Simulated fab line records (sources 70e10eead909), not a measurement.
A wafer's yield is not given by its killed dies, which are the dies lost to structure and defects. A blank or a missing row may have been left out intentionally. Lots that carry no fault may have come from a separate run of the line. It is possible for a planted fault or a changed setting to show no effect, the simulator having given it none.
fab line records + flow nandHarc
[record]
- lots = 6
- wafers = 18
- lastDay = 22
route steps=1159 shown A_ONON_D1@445 A_CHANNEL_HOLE_D1@450 END@1159
lots untouched by any fault: they come from a run of this same line in which no faults occurred
startH: hours from the record's opening day to when the first of the lot's shown wafers began + waitH: hours since the lot's step before + " identical to the entry in the row above + L1.1+2: one row covering several wafers at once + - no value, or no start given + * or withheld: withheld + < > ~ a bound
route shown NAME@n: a module of which the file shows steps, and the number in the route of the first + usual: the fault-free wafers' mean and standard deviation + same: alike in all rows + chamber/n: place in a boat + sites: readings site by site + _std_site: the values' standard deviation + _edge_site: the outer-site mean with the inner-site mean subtracted + radiusMm: for every site, how far away it sits from the centre of the wafer + mask NAME#n: copy n + behind: the last tool/chamber to shape the wafer + hold: why the lot was held/for how many hours/how that ended + device: transistor that didn't switch, given as n, p or np + end of line: the same wafers' tests at the end of the route + for a step that has no rows: nothing shown but its recipe + killed: not the wafer's yield, but the dies lost to structure and defects at the first sort + map: shows each die of a wafer: x if killed, . if not, _ if none is there
set.NAME: the setting the step ran with; set.NAME@STEP: the setting that earlier step ran with + model.NAME: the simulator's own value behind a step, which no gauge read
lots at selected steps of the route; one table per step, one row per wafer
services: the hour from which a tool's chamber was out of use, counted from the record's first day as startH (under 0 if before that day), plus the number of hours and why
[[steps]]
[step NHARC_A_ONON_D1_THK_MEAS_30]
[recipe]
- thkMeasGauge = ellipsometry
[usual]
- thkNm = 999/7.8
| lot.wafer | tool         | chamber | startH | waitH | thkNm |
|-----------|--------------|---------|--------|-------|-------|
| L721.1    | filmMetro-02 | -       | 164.31 | -     | 985   |
| L721.3    | "            | -       | "      | "     | 984   |
| L721.5    | "            | -       | "      | "     | 983   |
| L724.1    | filmMetro-02 | -       | 191.98 | -     | 994   |
| L724.2    | "            | -       | "      | "     | 993   |
| L724.4    | "            | -       | "      | "     | 995   |
| L728.2    | filmMetro-01 | -       | 216.78 | -     | 993   |
| L728.3    | "            | -       | "      | "     | 992   |
| L728.6    | "            | -       | "      | "     | 990   |
| L731.3    | filmMetro-02 | -       | 227.67 | -     | 999   |
| L731.4    | "            | -       | "      | "     | 999   |
| L731.5    | "            | -       | "      | "     | 999   |
| L732.4    | filmMetro-01 | -       | 227.70 | -     | 993   |
| L732.5    | "            | -       | "      | "     | 994   |
| L732.6    | "            | -       | "      | "     | 996   |
| L737.1    | filmMetro-01 | -       | 252.37 | -     | 993   |
| L737.4    | "            | -       | "      | "     | 993   |
| L737.5    | "            | -       | "      | "     | 994   |
[step NHARC_A_ONON_D1_DEP_33]
[recipe]
- targetThkA = 2000
- tempC = 400
- pressureTorr = 6.5
- rfW = 900
- teosFlowSccm = 161.4
- flowSccm = 2650
- targetThkNm = 200
- gas = O2
- material = SiO2
[usual]
- heaterPowerW = 566/89
- throttleValvePct = 16.2/0.35
| lot.wafer | tool     | chamber | startH | waitH | heaterPowerW | throttleValvePct |
|-----------|----------|---------|--------|-------|--------------|------------------|
| L721.1    | pecvd-01 | 0       | 165.09 | 0.8   | 525          | 16.4             |
| L721.3    | "        | 1       | "      | "     | 455          | 16.6             |
| L721.5    | "        | 0       | "      | "     | 554          | 16.2             |
| L724.1    | pecvd-02 | 2       | 192.08 | 0.1   | 617          | 16.0             |
| L724.2    | "        | 0       | "      | "     | 538          | 16.5             |
| L724.4    | "        | 1       | "      | "     | 600          | 16.7             |
| L728.3    | pecvd-02 | 2       | 216.88 | 0.1   | 559          | 16.0             |
| L728.2    | "        | 0       | "      | "     | 619          | 16.8             |
| L728.6    | "        | 1       | "      | "     | 579          | 16.4             |
| L731.3    | pecvd-02 | 0       | 227.77 | 0.1   | 593          | 16.6             |
| L731.5    | "        | 2       | "      | "     | 595          | 16.0             |
| L731.4    | "        | 0       | "      | "     | 595          | 16.3             |
| L732.4    | pecvd-01 | 0       | 227.90 | 0.2   | 538          | 16.5             |
| L732.5    | "        | 1       | "      | "     | 415          | 16.7             |
| L732.6    | "        | 2       | "      | "     | 501          | 16.7             |
| L737.1    | pecvd-01 | 2       | 252.51 | 0.1   | 408          | 16.6             |
| L737.4    | "        | 0       | "      | "     | 615          | 15.8             |
| L737.5    | "        | 2       | "      | "     | 439          | 16.7             |
[step NHARC_A_ONON_D1_THK_MEAS_34]
[recipe]
- thkMeasGauge = ellipsometry
[usual]
- thkNm = 200/3.2
| lot.wafer | tool         | chamber | startH | waitH | thkNm |
|-----------|--------------|---------|--------|-------|-------|
| L721.1    | filmMetro-01 | -       | 165.57 | 0.4   | 196   |
| L721.3    | "            | -       | "      | "     | 199   |
| L721.5    | "            | -       | "      | "     | 194   |
| L724.1    | filmMetro-01 | -       | 192.45 | -     | 200   |
| L724.2    | "            | -       | "      | "     | 201   |
| L724.4    | "            | -       | "      | "     | 202   |
| L728.2    | filmMetro-01 | -       | 217.25 | -     | 201   |
| L728.3    | "            | -       | "      | "     | 200   |
| L728.6    | "            | -       | "      | "     | 205   |
| L731.3    | filmMetro-02 | -       | 228.14 | -     | 200   |
| L731.4    | "            | -       | "      | "     | 201   |
| L731.5    | "            | -       | "      | "     | 201   |
| L732.4    | filmMetro-01 | -       | 228.18 | -     | 199   |
| L732.5    | "            | -       | "      | "     | 204   |
| L732.6    | "            | -       | "      | "     | 202   |
| L737.1    | filmMetro-01 | -       | 252.86 | -     | 197   |
| L737.4    | "            | -       | "      | "     | 201   |
| L737.5    | "            | -       | "      | "     | 203   |
[step NHARC_A_ONON_D1_INSPECT_32]
[usual]
- rawDefectCount = 72/25
| lot.wafer | tool             | chamber | startH | waitH | rawDefectCount |
|-----------|------------------|---------|--------|-------|----------------|
| L721.1    | defectInspect-01 | -       | 165.63 | 0.0   | 145            |
| L721.3    | "                | -       | "      | "     | 87             |
| L721.5    | "                | -       | "      | "     | 101            |
| L724.1    | defectInspect-02 | -       | 192.51 | 0.0   | 75             |
| L724.2    | "                | -       | "      | "     | 86             |
| L724.4    | "                | -       | "      | "     | 70             |
| L728.2    | defectInspect-02 | -       | 217.33 | 0.0   | 85             |
| L728.3    | "                | -       | "      | "     | 71             |
| L728.6    | "                | -       | "      | "     | 54             |
| L731.3    | defectInspect-01 | -       | 228.20 | 0.0   | 90             |
| L731.4    | "                | -       | "      | "     | 96             |
| L731.5    | "                | -       | "      | "     | 48             |
| L732.4    | defectInspect-01 | -       | 228.26 | 0.0   | 83             |
| L732.5    | "                | -       | "      | "     | 38             |
| L732.6    | "                | -       | "      | "     | 64             |
| L737.1    | defectInspect-01 | -       | 252.95 | 0.0   | 100            |
| L737.4    | "                | -       | "      | "     | 48             |
| L737.5    | "                | -       | "      | "     | 116            |
[step NHARC_A_CHANNEL_HOLE_D1_DEP_00]
[recipe]
- targetThkA = 31000
- tempC = 400
- material = aC
[usual]
- throttleValvePct = 35.000/0.01
| lot.wafer | tool      | chamber | startH | waitH | throttleValvePct |
|-----------|-----------|---------|--------|-------|------------------|
| L721.1    | aclDep-01 | 0       | 168.73 | 3.1   | 35.004           |
| L721.3    | "         | 0       | "      | "     | 35.005           |
| L721.5    | "         | 0       | "      | "     | 34.994           |
| L724.1    | aclDep-03 | 0       | 192.58 | 0.1   | 35.002           |
| L724.2    | "         | 0       | "      | "     | 34.988           |
| L724.4    | "         | 0       | "      | "     | 34.986           |
| L728.2    | aclDep-02 | 0       | 218.17 | 0.8   | 35.007           |
| L728.3    | "         | 0       | "      | "     | 35.014           |
| L728.6    | "         | 0       | "      | "     | 34.969           |
| L731.3    | aclDep-02 | 0       | 232.29 | 4.1   | 34.980           |
| L731.4    | "         | 0       | "      | "     | 35.001           |
| L731.5    | "         | 0       | "      | "     | 35.003           |
| L732.4    | aclDep-01 | 0       | 233.28 | 5.0   | 35.013           |
| L732.5    | "         | 0       | "      | "     | 34.993           |
| L732.6    | "         | 0       | "      | "     | 35.008           |
| L737.1    | aclDep-03 | 0       | 254.90 | 2.0   | 35.005           |
| L737.4    | "         | 0       | "      | "     | 34.992           |
| L737.5    | "         | 0       | "      | "     | 34.976           |
[step NHARC_A_CHANNEL_HOLE_D1_DEP_01]
[recipe]
- targetThkA = 1400
- targetThkNm = 140
- tempC = 400
- pressureTorr = 3.5
- flowSccm = 200
- rfW = 350
- material = SiON
[usual]
- heaterPowerW = 775/80
| lot.wafer | tool     | chamber | startH | waitH | heaterPowerW |
|-----------|----------|---------|--------|-------|--------------|
| L721.3    | pecvd-04 | 2       | 170.71 | 1.0   | 646          |
| L721.1    | "        | 0       | "      | "     | 825          |
| L721.5    | "        | 1       | "      | "     | 832          |
| L724.2    | pecvd-02 | 2       | 194.53 | 1.3   | 702          |
| L724.1    | "        | 0       | "      | "     | 746          |
| L724.4    | "        | 0       | "      | "     | 768          |
| L728.3    | pecvd-04 | 0       | 219.78 | 1.0   | 861          |
| L728.2    | "        | 1       | "      | "     | 950          |
| L728.6    | "        | 0       | "      | "     | 849          |
| L731.3    | pecvd-02 | 2       | 233.64 | 1.0   | 724          |
| L731.5    | "        | 0       | "      | "     | 813          |
| L731.4    | "        | 1       | "      | "     | 821          |
| L732.4    | pecvd-02 | 1       | 234.33 | 0.7   | 734          |
| L732.6    | "        | 2       | "      | "     | 784          |
| L732.5    | "        | 0       | "      | "     | 776          |
| L737.1    | pecvd-02 | 1       | 257.19 | 2.0   | 795          |
| L737.4    | "        | 0       | "      | "     | 744          |
| L737.5    | "        | 1       | "      | "     | 786          |
[step NHARC_A_CHANNEL_HOLE_D1_DEHYDRATE_02]
[recipe]
- tempC = 150
- timeS = 120
[step NHARC_A_CHANNEL_HOLE_D1_HMDS_03]
[recipe]
- timeS = 30
[step NHARC_A_CHANNEL_HOLE_D1_COAT_36]
[recipe]
- tempC = 260
- timeS = 75
[step NHARC_A_CHANNEL_HOLE_D1_COAT_37]
[recipe]
- tempC = 225
- timeS = 65
[step NHARC_A_CHANNEL_HOLE_D1_COAT_04]
[recipe]
- spinRpm = 1500
- resistThkNm = 90
[step NHARC_A_CHANNEL_HOLE_D1_SOFTBAKE_05]
[recipe]
- tempC = 105
- timeS = 55
[usual]
- heaterPowerTotalW = 188.45/0.12
- plateTempC = 104.97/0.13
- resistLineTempC = 23.02/0.1
| lot.wafer | tool          | chamber | startH | waitH | heaterPowerTotalW | plateTempC | resistLineTempC |
|-----------|---------------|---------|--------|-------|-------------------|------------|-----------------|
| L721.1    | lithoTrack-01 | 0       | 170    | -     | 188.52            | 105.05     | 23.23           |
| L721.3    | "             | 0       | "      | "     | 188.49            | 104.80     | 23.07           |
| L721.5    | "             | 0       | "      | "     | 188.28            | 104.97     | 23.21           |
| L724.1    | lithoTrack-04 | 0       | 194    | -     | 188.63            | 105.10     | 22.97           |
| L724.2    | "             | 0       | "      | "     | 188.43            | 104.97     | 23.09           |
| L724.4    | "             | 0       | "      | "     | 188.46            | 104.92     | 22.86           |
| L728.2    | lithoTrack-01 | 0       | 220    | -     | 188.74            | 104.96     | 23.04           |
| L728.3    | "             | 0       | "      | "     | 323.06            | -          | 22.87           |
| L728.6    | "             | 0       | "      | "     | 323.26            | -          | 23.09           |
| L731.3    | lithoTrack-04 | 0       | 233    | -     | 188.45            | 104.98     | 22.90           |
| L731.4    | "             | 0       | "      | "     | 188.41            | 104.93     | 23.00           |
| L731.5    | "             | 0       | "      | "     | 188.38            | 105.15     | 23.03           |
| L732.4    | lithoTrack-01 | 0       | 234    | -     | 188.75            | 105.06     | 22.92           |
| L732.5    | "             | 0       | "      | "     | 323.09            | -          | 22.93           |
| L732.6    | "             | 0       | "      | "     | 323.09            | -          | 23.01           |
| L737.1    | lithoTrack-06 | 0       | 257    | -     | 188.27            | 104.98     | 23.01           |
| L737.4    | "             | 0       | "      | "     | 188.59            | 105.10     | 23.10           |
| L737.5    | "             | 0       | "      | "     | 188.35            | 104.98     | 22.96           |
[step NHARC_A_CHANNEL_HOLE_D1_EBR_06]
[step NHARC_END_SORT_01]
[recipe]
- tempC = 25
[usual]
- killedAtArray = 27/11
- killedAtOther = 0.7/1.1
- killedAtPeriphery = 3.6/2.4
- killedDies = 32/11
- killedOpen = 3.3/1.8
- killedShort = 2.1/1.5
[same]
- grossDies = 677
| lot.wafer | tool      | chamber | startH | waitH | killedAtArray | killedAtOther | killedAtPeriphery | killedDies | killedOpen | killedShort |
|-----------|-----------|---------|--------|-------|---------------|---------------|-------------------|------------|------------|-------------|
| L724.1    | prober-02 | 0       | 468.42 | 2.5   | 22            | 0             | 5                 | 27         | 2          | 3           |
| L724.2    | prober-02 | 0       | 469.21 | 2.8   | 33            | 0             | 1                 | 34         | 4          | 2           |
| L724.4    | prober-02 | 0       | 470.78 | 3.4   | 31            | 1             | 1                 | 33         | 1          | 3           |
| L728.2    | prober-02 | 0       | 495.14 | 2.8   | 26            | 2             | 5                 | 33         | 3          | 0           |
| L728.3    | prober-02 | 0       | 495.94 | 3.1   | 39            | 0             | 2                 | 41         | 0          | 1           |
| L728.6    | prober-02 | 0       | 498.35 | 4.0   | 35            | 1             | 4                 | 40         | 3          | 4           |
| L731.3    | prober-02 | 0       | 503.71 | 3.1   | 21            | 0             | 5                 | 26         | 2          | 3           |
| L731.4    | prober-02 | 0       | 504.51 | 3.4   | 31            | 0             | 10                | 41         | 5          | 2           |
| L731.5    | prober-02 | 0       | 505.31 | 3.7   | 35            | 0             | 6                 | 41         | 4          | 3           |
| L732.4    | prober-01 | 0       | 504.58 | 3.4   | 31            | 0             | 5                 | 36         | 3          | 4           |
| L732.5    | prober-01 | 0       | 505.38 | 3.7   | 41            | 0             | 0                 | 41         | 4          | 2           |
| L732.6    | prober-01 | 0       | 506.18 | 4.0   | 32            | 0             | 3                 | 35         | 6          | 3           |
| L737.1    | prober-02 | 0       | 525.49 | 2.5   | 55            | 1             | 4                 | 60         | 3          | 2           |
| L737.4    | prober-02 | 0       | 527.87 | 3.4   | 49            | 2             | 3                 | 54         | 6          | 6           |
| L737.5    | prober-02 | 0       | 528.66 | 3.7   | 51            | 2             | 1                 | 54         | 2          | 1           |
// killed by level:class
L724.1 A_CHANNEL_HOLE_D1:chamberFilmFlake=10 A_SLIT:chamberFilmFlake=6 P_ZERO_WELL:chamberFilmFlake=2 A_STAIRCASE:chamberFilmFlake=2 P_GATE:geometricParticle:short=1 P_GATE:geometricParticle:open=1 P_CONTACT:geometricParticle:short=1 A_WL_FILL:geometricParticle:short=1
L724.2 A_CHANNEL_HOLE_D1:chamberFilmFlake=13 A_SLIT:chamberFilmFlake=8 A_CONTACT:chamberFilmFlake=3 A_WL_FILL:geometricParticle:open=2 A_STAIRCASE:chamberFilmFlake=2 A_SOURCE_PLATE:geometricParticle:short=1 A_CHANNEL_FILL_D1:geometricParticle:open=1 A_SGD_CUT:geometricParticle:short=1
L724.4 A_SLIT:chamberFilmFlake=11 A_CHANNEL_HOLE_D1:chamberFilmFlake=10 A_STAIRCASE:chamberFilmFlake=3 A_WL_FILL:geometricParticle:short=2 A_CONTACT:chamberFilmFlake=2 A_CONTACT:geometricParticle:open=1 A_M1:geometricParticle:short=1 P_CONTACT:chamberFilmFlake=1
L728.2 A_CHANNEL_HOLE_D1:chamberFilmFlake=13 A_SLIT:chamberFilmFlake=6 A_STAIRCASE:chamberFilmFlake=4 P_GATE:chamberFilmFlake=2 A_CONTACT:chamberFilmFlake=2 THIN_TSV:chamberFilmFlake=2 P_GATE:geometricParticle:open=1 P_CONTACT:geometricParticle:open=1
L728.3 A_CHANNEL_HOLE_D1:chamberFilmFlake=17 A_SLIT:chamberFilmFlake=11 A_CONTACT:chamberFilmFlake=4 A_ZERO_WELL:chamberFilmFlake=3 A_STAIRCASE:chamberFilmFlake=3 A_CHANNEL_FILL_D1:geometricParticle:short=1 P_ZERO_WELL:chamberFilmFlake=1 P_GATE:chamberFilmFlake=1
L728.6 A_CHANNEL_HOLE_D1:chamberFilmFlake=16 A_SLIT:chamberFilmFlake=10 A_CONTACT:chamberFilmFlake=3 A_WL_FILL:geometricParticle:short=2 P_ZERO_WELL:chamberFilmFlake=2 P_CONTACT:geometricParticle:open=1 P_M0:geometricParticle:short=1 A_ONON_D1:geometricParticle:open=1
L731.3 A_SLIT:chamberFilmFlake=11 P_ZERO_WELL:chamberFilmFlake=4 A_CONTACT:chamberFilmFlake=3 A_ONON_D1:geometricParticle:short=2 P_M1:geometricParticle:open=1 A_SGD_CUT:geometricParticle:short=1 A_BLC:geometricParticle:open=1 A_CHANNEL_HOLE_D1:chamberFilmFlake=1
L731.4 A_SLIT:chamberFilmFlake=17 P_ZERO_WELL:chamberFilmFlake=4 A_STAIRCASE:chamberFilmFlake=3 A_WL_FILL:chamberFilmFlake=3 A_CONTACT:chamberFilmFlake=3 P_GATE:chamberFilmFlake=2 P_GATE:geometricParticle:short=1 P_GATE:geometricParticle:open=1
L732.4 A_CHANNEL_HOLE_D1:chamberFilmFlake=12 A_SLIT:chamberFilmFlake=9 A_STAIRCASE:chamberFilmFlake=3 A_CONTACT:geometricParticle:short=2 P_STI:chamberFilmFlake=2 P_GATE:geometricParticle:open=1 P_CONTACT:geometricParticle:open=1 P_M2:geometricParticle:short=1
L731.5 A_SLIT:chamberFilmFlake=15 A_CONTACT:chamberFilmFlake=6 A_CHANNEL_HOLE_D1:chamberFilmFlake=4 A_M0:geometricParticle:open=3 P_GATE:chamberFilmFlake=3 P_ZERO_WELL:chamberFilmFlake=2 A_STAIRCASE:chamberFilmFlake=2 P_M0:geometricParticle:open=1
L732.5 A_CHANNEL_HOLE_D1:chamberFilmFlake=18 A_SLIT:chamberFilmFlake=12 A_STAIRCASE:chamberFilmFlake=5 A_CONTACT:geometricParticle:open=2 A_SOURCE_PLATE:geometricParticle:open=1 A_ONON_D1:geometricParticle:open=1 A_WL_FILL:geometricParticle:short=1 A_CONTACT:geometricParticle:short=1
L732.6 A_CHANNEL_HOLE_D1:chamberFilmFlake=14 A_SLIT:chamberFilmFlake=7 A_ONON_D1:geometricParticle:open=3 A_STAIRCASE:chamberFilmFlake=2 P_CONTACT:geometricParticle:short=1 P_M0:geometricParticle:open=1 P_M1:geometricParticle:open=1 A_CHANNEL_HOLE_D1:geometricParticle:short=1
L737.1 A_CHANNEL_HOLE_D1:chamberFilmFlake=22 A_SLIT:chamberFilmFlake=17 A_STAIRCASE:chamberFilmFlake=9 P_ZERO_WELL:chamberFilmFlake=3 A_ONON_D1:geometricParticle:open=2 P_STI:geometricParticle:short=1 A_CHANNEL_FILL_D1:geometricParticle:open=1 A_WL_FILL:geometricParticle:short=1
L737.4 A_CHANNEL_HOLE_D1:chamberFilmFlake=19 A_SLIT:chamberFilmFlake=10 A_STAIRCASE:chamberFilmFlake=7 A_WL_FILL:geometricParticle:short=3 P_GATE:geometricParticle:open=2 A_ONON_D1:geometricParticle:short=2 A_SGD_CUT:chamberFilmFlake=2 THIN_TSV:chamberFilmFlake=2
L737.5 A_CHANNEL_HOLE_D1:chamberFilmFlake=28 A_SLIT:chamberFilmFlake=11 A_STAIRCASE:chamberFilmFlake=5 A_SGD_CUT:chamberFilmFlake=2 A_CONTACT:chamberFilmFlake=2 A_ONON_D1:geometricParticle:open=1 A_SLIT:geometricParticle:open=1 STARTING-WAFER:geometricParticle:short=1
[[services]]
| tool      | chamber | startH | hours | kind      |
|-----------|---------|--------|-------|-----------|
| pecvd-01  | 1       | 142.07 | 6.4   | repair    |
| pecvd-02  | -       | 145.32 | 0.5   | repair    |
| pecvd-02  | -       | 153.17 | 13.0  | pm        |
| pecvd-02  | 0       | 153.17 | 13.0  | ventCycle |
| pecvd-02  | 1       | 153.17 | 13.0  | ventCycle |
| pecvd-02  | 2       | 153.17 | 13.0  | ventCycle |
| pecvd-02  | 0       | 166.17 | -     | clean     |
| pecvd-02  | 1       | 166.17 | -     | clean     |
| pecvd-02  | 2       | 166.17 | -     | clean     |
| aclDep-02 | -       | 170.01 | 13.0  | pm        |
| pecvd-04  | -       | 195.23 | 13.0  | pm        |
| pecvd-04  | 0       | 195.23 | 13.0  | ventCycle |
| pecvd-04  | 1       | 195.23 | 13.0  | ventCycle |
| pecvd-04  | 2       | 195.23 | 13.0  | ventCycle |
| pecvd-04  | 0       | 208.23 | -     | clean     |
| aclDep-03 | -       | 223.93 | 13.0  | pm        |
| pecvd-04  | -       | 230.87 | 0.7   | repair    |
| pecvd-01  | -       | 237.32 | 13.0  | pm        |
| pecvd-01  | 0       | 237.32 | 13.0  | ventCycle |
| pecvd-01  | 1       | 237.32 | 13.0  | ventCycle |
| pecvd-01  | 2       | 237.32 | 13.0  | ventCycle |
| pecvd-01  | 0       | 250.32 | -     | clean     |
| pecvd-01  | 1       | 250.32 | -     | clean     |
| pecvd-01  | 2       | 250.32 | -     | clean     |
[[key]]
[firstSign]
- step = NHARC_A_CHANNEL_HOLE_D1_SOFTBAKE_05
- reading = heaterPowerTotalW
- direction = up
- sigmas = 99+
- usual = *
- struck = *
effect none on later readings
metAt NHARC_A_CHANNEL_HOLE_D1_SOFTBAKE_05
struckWafers L728.3,L728.6,L732.5,L732.6
testerLeftOut L728,L732
onsetBetween 170 220
[fault]
- kind = processParameterDrift
- tool = lithoTrack-01
- chamber = -
- onsetH = 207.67
- steps = NHARC_A_CHANNEL_HOLE_D1_SOFTBAKE_05
- channel = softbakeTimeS
- offset = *
- shape = step
- endH = 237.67
- scope = struckWafersOnly
- actsIn = *
- stated = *
// testerLeftOut: of these lots the tester's yield and bins aren't shown, on N5 and GAA mostly nor the transistor test; their killed dies are dies lost to structure and defects alone, not to doping, threshold or leakage, so they don't give the yield
